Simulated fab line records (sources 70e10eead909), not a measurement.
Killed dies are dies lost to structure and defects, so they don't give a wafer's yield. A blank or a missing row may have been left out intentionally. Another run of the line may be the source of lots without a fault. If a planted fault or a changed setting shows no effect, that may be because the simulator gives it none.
The tool behind it: which one? / flow nand-harc / 12 lots with 36 wafers sampled at 7 steps, on a route of 1159 steps

## WHAT THE GAUGES SHOWED, per wafer
NHARC_A_M1_THK_MEAS_24: measures by xrf.
lot=L863; measured=day 18 03:49; on=film-metro-01; thk-nm (nm)=153.0 153.7 154.3
lot=L865; measured=day 18 11:33; on=film-metro-02; thk-nm (nm)=153.9 152.1 154.7
lot=L864; measured=day 18 12:58; on=film-metro-02; thk-nm (nm)=29.9 29.2 29.3
lot=L866; measured=day 19 02:37; on=film-metro-02; thk-nm (nm)=30.4 27.9 29.7
lot=L867; measured=day 19 11:22; on=film-metro-02; thk-nm (nm)=30.8 27.5 31.1
lot=L871; measured=day 20 05:19; on=film-metro-01; thk-nm (nm)=152.9 153.3 153.5
lot=L872; measured=day 20 20:41; on=film-metro-01; thk-nm (nm)=150.7 152.1 151.5
lot=L876; measured=day 21 12:16; on=film-metro-01; thk-nm (nm)=153.9 152.4 153.0
lot=L875; measured=day 21 14:59; on=film-metro-01; thk-nm (nm)=154.4 152.5 154.8
lot=L874; measured=day 21 21:38; on=film-metro-01; thk-nm (nm)=154.8 155.0 153.6
lot=L878; measured=day 22 10:00; on=film-metro-02; thk-nm (nm)=153.9 152.1 153.5
lot=L883; measured=day 23 08:01; on=film-metro-01; thk-nm (nm)=153.1 153.7 150.8

NHARC_END_SORT_01.
lot=L863; measured=day 19 19:59; on=prober-01; defect-limited-yield (%)=94.7 95.9 95.1; killed-at-array=33 26 29; killed-at-other=0 1 1; killed-at-periphery=3 1 3; killed-dies=36 28 33; killed-open=4 3 4; killed-short=1 3 2; sort_bin_2_pct (%)=1.3 1.0 1.2; sort_bin_3_pct (%)=0.30 0.15 0.15; sort_bin_4_pct (%)=3.7 3.0 3.5; sort-n-pass=641 649 644; sort-rim-yield-pct (%)=97.2 99.1 91.5; sort-yield-pct (%)=94.7 95.9 95.1
lot=L865; measured=day 20 10:45; on=prober-02; defect-limited-yield (%)=97.2 95.0 96.0; killed-at-array=15 24 22; killed-at-other=0 2 0; killed-at-periphery=4 8 5; killed-dies=19 34 27; killed-open=3 6 2; killed-short=3 1 2; sort_bin_2_pct (%)=1.2 1.9 1.3; sort_bin_3_pct (%)=0 0 0.15; sort_bin_4_pct (%)=1.6 3.1 2.5; sort-n-pass=658 643 650; sort-rim-yield-pct (%)=95.3 96.2 98.1; sort-yield-pct (%)=97.2 95.0 96.0
lot=L871; measured=day 21 15:22; on=prober-02; defect-limited-yield (%)=94.8 96.3 94.1; killed-at-array=31 19 34; killed-at-other=2 0 1; killed-at-periphery=2 6 5; killed-dies=35 25 40; killed-open=2 3 5; killed-short=4 2 5; sort_bin_2_pct (%)=1.2 1.3 1.2; sort_bin_3_pct (%)=0.30 0.15 0.30; sort_bin_4_pct (%)=3.7 2.2 4.4; sort-n-pass=642 652 637; sort-rim-yield-pct (%)=96.2 93.4 90.6; sort-yield-pct (%)=94.8 96.3 94.1
lot=L872; measured=day 22 07:33; on=prober-02; defect-limited-yield (%)=97.0 97.3 98.2; killed-at-array=13 14 6; killed-at-other=0 0 1; killed-at-periphery=7 4 5; killed-dies=20 18 12; killed-open=7 2 3; killed-short=2 3 0; sort_bin_2_pct (%)=0.9 0.4 0.9; sort_bin_3_pct (%)=0.44 0.15 0; sort_bin_4_pct (%)=1.6 2.1 0.9; sort-n-pass=657 659 665; sort-rim-yield-pct (%)=97.2 100.0 97.2; sort-yield-pct (%)=97.0 97.3 98.2
lot=L876; measured=day 22 23:26; on=prober-02; defect-limited-yield (%)=94.1 95.9 95.3; killed-at-array=35 26 28; killed-at-other=0 2 0; killed-at-periphery=5 0 4; killed-dies=40 28 32; killed-open=4 3 4; killed-short=2 2 2; sort_bin_2_pct (%)=1.0 1.3 1.3; sort_bin_3_pct (%)=0.30 0.15 0.44; sort_bin_4_pct (%)=4.6 2.7 3.0; sort-n-pass=637 649 645; sort-rim-yield-pct (%)=97.2 95.3 92.5; sort-yield-pct (%)=94.1 95.9 95.3
lot=L875; measured=day 22 23:22; on=prober-01; defect-limited-yield (%)=95.1 94.7 95.1; killed-at-array=30 33 28; killed-at-other=0 0 0; killed-at-periphery=3 3 5; killed-dies=33 36 33; killed-open=2 4 4; killed-short=1 2 0; sort_bin_2_pct (%)=1.0 1.9 1.6; sort_bin_3_pct (%)=0.30 0.74 0.30; sort_bin_4_pct (%)=3.5 2.7 3.0; sort-n-pass=644 641 644; sort-rim-yield-pct (%)=95.3 97.2 93.4; sort-yield-pct (%)=95.1 94.7 95.1
lot=L874; measured=day 23 11:49; on=prober-01; defect-limited-yield (%)=97.9 97.5 97.5; killed-at-array=14 16 15; killed-at-other=0 0 2; killed-at-periphery=0 1 0; killed-dies=14 17 17; killed-open=4 1 1; killed-short=2 1 4; sort_bin_2_pct (%)=0.9 0.4 0.3; sort_bin_3_pct (%)=0.15 0.59 0; sort_bin_4_pct (%)=1.0 1.5 2.2; sort-n-pass=663 660 660; sort-rim-yield-pct (%)=98.1 97.2 97.2; sort-yield-pct (%)=97.9 97.5 97.5
lot=L878; measured=day 23 22:02; on=prober-02; defect-limited-yield (%)=91.7 92.8 91.3; killed-at-array=55 47 52; killed-at-other=1 0 4; killed-at-periphery=0 2 3; killed-dies=56 49 59; killed-open=1 1 4; killed-short=3 3 4; sort_bin_2_pct (%)=2.4 1.9 2.2; sort_bin_3_pct (%)=0.74 0.59 0.89; sort_bin_4_pct (%)=5.2 4.7 5.6; sort-n-pass=621 628 618; sort-rim-yield-pct (%)=88.7 98.1 97.2; sort-yield-pct (%)=91.7 92.8 91.3
lot=L883; measured=day 24 19:13; on=prober-02; defect-limited-yield (%)=95.7 96.2 95.4; killed-at-array=28 24 28; killed-at-other=0 0 0; killed-at-periphery=1 2 3; killed-dies=29 26 31; killed-open=3 1 5; killed-short=4 3 2; sort_bin_2_pct (%)=1.3 1.2 1.2; sort_bin_3_pct (%)=0 0 0.30; sort_bin_4_pct (%)=3.0 2.7 3.1; sort-n-pass=648 651 646; sort-rim-yield-pct (%)=98.1 91.5 98.1; sort-yield-pct (%)=95.7 96.2 95.4

## WHAT TOOL EACH LOT RAN ON (gives the tool, then ch and the chambers of the sampled wafers, and finally the start)
lot=L863; NHARC_A_M1_DESCUM_14=rie-diel-08 ch 1,2,3, day 18 01:25; NHARC_A_M1_PRE_CLEAN_30=pvd-sputter-03, day 18 02:52 or earlier; NHARC_A_M1_ECD_22=ecd-cu-02 ch 0,1, day 18 02:52; NHARC_A_M1_CMP_23=cmp-01 ch 0,3, day 18 03:31; NHARC_A_M1_PRE_CLEAN_32=pecvd-04 ch 0,1,2, day 18 04:04
lot=L865; NHARC_A_M1_DESCUM_14=rie-diel-01 ch 2,3, day 18 09:07; NHARC_A_M1_PRE_CLEAN_30=pvd-sputter-02, day 18 10:37 or earlier; NHARC_A_M1_ECD_22=ecd-cu-01 ch 0,1, day 18 10:37; NHARC_A_M1_CMP_23=cmp-02 ch 0,1,2, day 18 11:17; NHARC_A_M1_PRE_CLEAN_32=pecvd-04 ch 1,2, day 18 11:46
lot=L864; NHARC_A_M1_DESCUM_14=rie-diel-13 ch 1,3, day 18 10:30; NHARC_A_M1_PRE_CLEAN_30=pvd-sputter-02, day 18 11:58 or earlier; NHARC_A_M1_ECD_22=ecd-cu-01 ch 0,1, day 18 11:58; NHARC_A_M1_CMP_23=cmp-01 ch 2,3, day 18 12:39; NHARC_A_M1_PRE_CLEAN_32=pecvd-03 ch 0,2, day 18 13:14
lot=L866; NHARC_A_M1_DESCUM_14=rie-diel-13 ch 1,2, day 19 00:06; NHARC_A_M1_PRE_CLEAN_30=pvd-sputter-02, day 19 01:39 or earlier; NHARC_A_M1_ECD_22=ecd-cu-01 ch 0,1, day 19 01:39; NHARC_A_M1_CMP_23=cmp-04 ch 0,2, day 19 02:20; NHARC_A_M1_PRE_CLEAN_32=pecvd-04 ch 0,1,2, day 19 03:07
lot=L867; NHARC_A_M1_DESCUM_14=rie-diel-08 ch 0,3, day 19 08:56; NHARC_A_M1_PRE_CLEAN_30=pvd-sputter-01, day 19 10:19 or earlier; NHARC_A_M1_ECD_22=ecd-cu-01 ch 0, day 19 10:19; NHARC_A_M1_CMP_23=cmp-04 ch 0,2,3, day 19 11:04; NHARC_A_M1_PRE_CLEAN_32=pecvd-03 ch 0,1, day 19 11:36
lot=L871; NHARC_A_M1_DESCUM_14=rie-diel-08 ch 2,3, day 20 02:53; NHARC_A_M1_PRE_CLEAN_30=pvd-sputter-01, day 20 04:20 or earlier; NHARC_A_M1_ECD_22=ecd-cu-01 ch 0,1, day 20 04:20; NHARC_A_M1_CMP_23=cmp-01 ch 0,1, day 20 05:02; NHARC_A_M1_PRE_CLEAN_32=pecvd-03 ch 0,1, day 20 05:34
lot=L872; NHARC_A_M1_DESCUM_14=rie-diel-08 ch 1,2, day 20 17:52; NHARC_A_M1_PRE_CLEAN_30=pvd-sputter-01, day 20 19:32 or earlier; NHARC_A_M1_ECD_22=ecd-cu-02 ch 0,1, day 20 19:32; NHARC_A_M1_CMP_23=cmp-04 ch 0,1,2, day 20 20:27; NHARC_A_M1_PRE_CLEAN_32=pecvd-01 ch 0,1, day 20 20:54
lot=L876; NHARC_A_M1_DESCUM_14=rie-diel-13 ch 2,3, day 21 09:52; NHARC_A_M1_PRE_CLEAN_30=pvd-sputter-01, day 21 11:14 or earlier; NHARC_A_M1_ECD_22=ecd-cu-01 ch 0,1, day 21 11:14; NHARC_A_M1_CMP_23=cmp-01 ch 1,2,3, day 21 11:58; NHARC_A_M1_PRE_CLEAN_32=pecvd-03 ch 0,1, day 21 12:31
lot=L875; NHARC_A_M1_DESCUM_14=rie-diel-13 ch 0,1,2, day 21 12:34; NHARC_A_M1_PRE_CLEAN_30=pvd-sputter-01, day 21 14:01 or earlier; NHARC_A_M1_ECD_22=ecd-cu-01 ch 0,1, day 21 14:01; NHARC_A_M1_CMP_23=cmp-02 ch 1,3, day 21 14:41; NHARC_A_M1_PRE_CLEAN_32=pecvd-04 ch 0,1, day 21 15:14
lot=L874; NHARC_A_M1_DESCUM_14=rie-diel-08 ch 0,1,2, day 21 19:13; NHARC_A_M1_PRE_CLEAN_30=pvd-sputter-01, day 21 20:36 or earlier; NHARC_A_M1_ECD_22=ecd-cu-02 ch 0,1, day 21 20:36; NHARC_A_M1_CMP_23=cmp-04 ch 0,1,3, day 21 21:20; NHARC_A_M1_PRE_CLEAN_32=pecvd-01 ch 0,1,2, day 21 21:53
lot=L878; NHARC_A_M1_DESCUM_14=rie-diel-08 ch 0,1,2, day 22 07:33; NHARC_A_M1_PRE_CLEAN_30=pvd-sputter-02, day 22 09:04 or earlier; NHARC_A_M1_ECD_22=ecd-cu-02 ch 0,1, day 22 09:04; NHARC_A_M1_CMP_23=cmp-04 ch 1,2,3, day 22 09:41; NHARC_A_M1_PRE_CLEAN_32=pecvd-01 ch 0,1,2, day 22 10:14
lot=L883; NHARC_A_M1_DESCUM_14=rie-diel-01 ch 2,3, day 23 05:07; NHARC_A_M1_PRE_CLEAN_30=pvd-sputter-02, day 23 07:04 or earlier; NHARC_A_M1_ECD_22=ecd-cu-01 ch 0,1, day 23 07:04; NHARC_A_M1_CMP_23=cmp-04 ch 0,1, day 23 07:41; NHARC_A_M1_PRE_CLEAN_32=pecvd-01 ch 0,1,2, day 23 08:14
- NHARC_A_M1_DESCUM_14: chemistry O2, time 3 s.
- NHARC_A_M1_PRE_CLEAN_30: time 30 s.
- NHARC_A_M1_ECD_22: material Cu, target thk 400 nm.
- NHARC_A_M1_CMP_23: polishes, t overpolish 20 s, target thk 154.34 nm.
- NHARC_A_M1_PRE_CLEAN_32: time 12 s.

## WHAT THE TOOLS THEMSELVES READ (means of the sampled wafers that have a number; where no wafer has one, the mark that the record gives instead)
NHARC_A_M1_DESCUM_14.
lot=L863; tool=rie-diel-08; drypump-motor-current-A (A)=6.0; oes-product-au (a.u.)=0.999; rf-vpp-V (V)=57.4; showerhead-plenum-p-Torr (Torr)=1.85; throttle-valve-pct (%)=11.324
lot=L865; tool=rie-diel-01; drypump-motor-current-A (A)=5.9; oes-product-au (a.u.)=0.999; rf-vpp-V (V)=56.6; showerhead-plenum-p-Torr (Torr)=1.88; throttle-valve-pct (%)=11.316
lot=L864; tool=rie-diel-13; drypump-motor-current-A (A)=5.2; oes-product-au (a.u.)=0.991; rf-vpp-V (V)=58.2; showerhead-plenum-p-Torr (Torr)=1.88; throttle-valve-pct (%)=11.309
lot=L866; tool=rie-diel-13; drypump-motor-current-A (A)=5.3; oes-product-au (a.u.)=0.997; rf-vpp-V (V)=58.6; showerhead-plenum-p-Torr (Torr)=1.99; throttle-valve-pct (%)=11.313
lot=L867; tool=rie-diel-08; drypump-motor-current-A (A)=6.2; oes-product-au (a.u.)=0.998; rf-vpp-V (V)=58.0; showerhead-plenum-p-Torr (Torr)=1.96; throttle-valve-pct (%)=11.306
lot=L871; tool=rie-diel-08; drypump-motor-current-A (A)=6.3; oes-product-au (a.u.)=0.989; rf-vpp-V (V)=57.1; showerhead-plenum-p-Torr (Torr)=1.89; throttle-valve-pct (%)=11.306
lot=L872; tool=rie-diel-08; drypump-motor-current-A (A)=5.9; oes-product-au (a.u.)=0.999; rf-vpp-V (V)=56.7; showerhead-plenum-p-Torr (Torr)=1.80; throttle-valve-pct (%)=11.304
lot=L876; tool=rie-diel-13; drypump-motor-current-A (A)=5.2; oes-product-au (a.u.)=0.992; rf-vpp-V (V)=58.5; showerhead-plenum-p-Torr (Torr)=2.01; throttle-valve-pct (%)=11.313
lot=L875; tool=rie-diel-13; drypump-motor-current-A (A)=5.5; oes-product-au (a.u.)=0.987; rf-vpp-V (V)=57.3; showerhead-plenum-p-Torr (Torr)=1.96; throttle-valve-pct (%)=11.307
lot=L874; tool=rie-diel-08; drypump-motor-current-A (A)=5.8; oes-product-au (a.u.)=1.012; rf-vpp-V (V)=57.5; showerhead-plenum-p-Torr (Torr)=1.87; throttle-valve-pct (%)=11.308
lot=L878; tool=rie-diel-08; drypump-motor-current-A (A)=5.8; oes-product-au (a.u.)=1.015; rf-vpp-V (V)=57.8; showerhead-plenum-p-Torr (Torr)=1.87; throttle-valve-pct (%)=11.299
lot=L883; tool=rie-diel-01; drypump-motor-current-A (A)=5.9; oes-product-au (a.u.)=0.994; rf-vpp-V (V)=57.9; showerhead-plenum-p-Torr (Torr)=1.88; throttle-valve-pct (%)=11.314

NHARC_A_M1_PRE_CLEAN_30.
lot=L863; tool=pvd-sputter-03; heater-power-w (W)=391
lot=L865; tool=pvd-sputter-02; heater-power-w (W)=417
lot=L864; tool=pvd-sputter-02; heater-power-w (W)=422
lot=L866; tool=pvd-sputter-02; heater-power-w (W)=396
lot=L867; tool=pvd-sputter-01; heater-power-w (W)=414
lot=L871; tool=pvd-sputter-01; heater-power-w (W)=385
lot=L872; tool=pvd-sputter-01; heater-power-w (W)=363
lot=L876; tool=pvd-sputter-01; heater-power-w (W)=362
lot=L875; tool=pvd-sputter-01; heater-power-w (W)=367
lot=L874; tool=pvd-sputter-01; heater-power-w (W)=398
lot=L878; tool=pvd-sputter-02; heater-power-w (W)=391
lot=L883; tool=pvd-sputter-02; heater-power-w (W)=431

NHARC_A_M1_ECD_22.
lot=L863; tool=ecd-cu-02; bath-heat-duty-pct (%)=6.5; bath-temp-c (C)=25.01
lot=L865; tool=ecd-cu-01; bath-heat-duty-pct (%)=6.9; bath-temp-c (C)=24.95
lot=L864; tool=ecd-cu-01; bath-heat-duty-pct (%)=-; bath-temp-c (C)=-
lot=L866; tool=ecd-cu-01; bath-heat-duty-pct (%)=-; bath-temp-c (C)=-
lot=L867; tool=ecd-cu-01; bath-heat-duty-pct (%)=-; bath-temp-c (C)=-
lot=L871; tool=ecd-cu-01; bath-heat-duty-pct (%)=6.9; bath-temp-c (C)=25.04
lot=L872; tool=ecd-cu-02; bath-heat-duty-pct (%)=6.7; bath-temp-c (C)=25.00
lot=L876; tool=ecd-cu-01; bath-heat-duty-pct (%)=6.9; bath-temp-c (C)=24.95
lot=L875; tool=ecd-cu-01; bath-heat-duty-pct (%)=7.6; bath-temp-c (C)=25.12
lot=L874; tool=ecd-cu-02; bath-heat-duty-pct (%)=7.0; bath-temp-c (C)=24.98
lot=L878; tool=ecd-cu-02; bath-heat-duty-pct (%)=6.7; bath-temp-c (C)=25.10
lot=L883; tool=ecd-cu-01; bath-heat-duty-pct (%)=7.4; bath-temp-c (C)=25.05

NHARC_A_M1_CMP_23.
lot=L863; tool=cmp-01; motor-current-A (A)=11.4; pad-life-wafers=193; time-to-endpoint-s (s)=23.7
lot=L865; tool=cmp-02; motor-current-A (A)=12.5; pad-life-wafers=488; time-to-endpoint-s (s)=23.8
lot=L864; tool=cmp-01; motor-current-A (A)=13.0; pad-life-wafers=258; time-to-endpoint-s (s)=3.0
lot=L866; tool=cmp-04; motor-current-A (A)=12.8; pad-life-wafers=236; time-to-endpoint-s (s)=2.7
lot=L867; tool=cmp-04; motor-current-A (A)=13.5; pad-life-wafers=296; time-to-endpoint-s (s)=2.6
lot=L871; tool=cmp-01; motor-current-A (A)=11.5; pad-life-wafers=554; time-to-endpoint-s (s)=25.7
lot=L872; tool=cmp-04; motor-current-A (A)=12.3; pad-life-wafers=459; time-to-endpoint-s (s)=26.1
lot=L876; tool=cmp-01; motor-current-A (A)=13.0; pad-life-wafers=79; time-to-endpoint-s (s)=29.1
lot=L875; tool=cmp-02; motor-current-A (A)=11.6; pad-life-wafers=385; time-to-endpoint-s (s)=28.7
lot=L874; tool=cmp-04; motor-current-A (A)=12.3; pad-life-wafers=1; time-to-endpoint-s (s)=29.5
lot=L878; tool=cmp-04; motor-current-A (A)=13.1; pad-life-wafers=62; time-to-endpoint-s (s)=29.4
lot=L883; tool=cmp-04; motor-current-A (A)=12.4; pad-life-wafers=216; time-to-endpoint-s (s)=25.4

NHARC_A_M1_PRE_CLEAN_32.
lot=L863; tool=pecvd-04; heater-power-w (W)=588
lot=L865; tool=pecvd-04; heater-power-w (W)=590
lot=L864; tool=pecvd-03; heater-power-w (W)=651
lot=L866; tool=pecvd-04; heater-power-w (W)=614
lot=L867; tool=pecvd-03; heater-power-w (W)=643
lot=L871; tool=pecvd-03; heater-power-w (W)=702
lot=L872; tool=pecvd-01; heater-power-w (W)=615
lot=L876; tool=pecvd-03; heater-power-w (W)=632
lot=L875; tool=pecvd-04; heater-power-w (W)=614
lot=L874; tool=pecvd-01; heater-power-w (W)=695
lot=L878; tool=pecvd-01; heater-power-w (W)=657
lot=L883; tool=pecvd-01; heater-power-w (W)=638

## THE ANSWER, worked out from the rows above alone
Rule: usual is defined by the lots themselves. Put in order of their means at a reading, lots are off if they are a third of the lots or fewer, leave a main group of 4 or more, and stand apart from it by a gap of 3 or more times the standard deviation of the main group's means; of several such gaps the widest counts. If all means in a main group match to the digits the tables above print for the reading, that group is not used. A lot without any number at a reading at which 4 lots or more have one is off too. All remaining lots with rows at the step are treated as sound. After the gauges, taken in route order, come the tools' own readings; for these a lot's mean is taken, as printed above. At the first step where some lot is off, the reading lying furthest off is the one used; lots without a number count as furthest.
Off: L864, L866, L867 (NHARC_A_M1_THK_MEAS_24, thk-nm). The main group has a mean of 153.2 nm with a standard deviation of 0.82.
If a tool, at a process step before that reading, ran all the lots that are off and no sound lot after the first of them, it fits. The gauges at NHARC_A_M1_THK_MEAS_24 aren't tried: what is off there is off at NHARC_A_M1_ECD_22 too, on other tools, and a gauge's error can't cause that. Because NHARC_A_M1_PRE_CLEAN_30 lacks a start for some lots, the hours and order of its lots are taken from NHARC_A_M1_ECD_22. Not one of the candidates tried fits.

## WHAT THE SIMULATOR PUT IN
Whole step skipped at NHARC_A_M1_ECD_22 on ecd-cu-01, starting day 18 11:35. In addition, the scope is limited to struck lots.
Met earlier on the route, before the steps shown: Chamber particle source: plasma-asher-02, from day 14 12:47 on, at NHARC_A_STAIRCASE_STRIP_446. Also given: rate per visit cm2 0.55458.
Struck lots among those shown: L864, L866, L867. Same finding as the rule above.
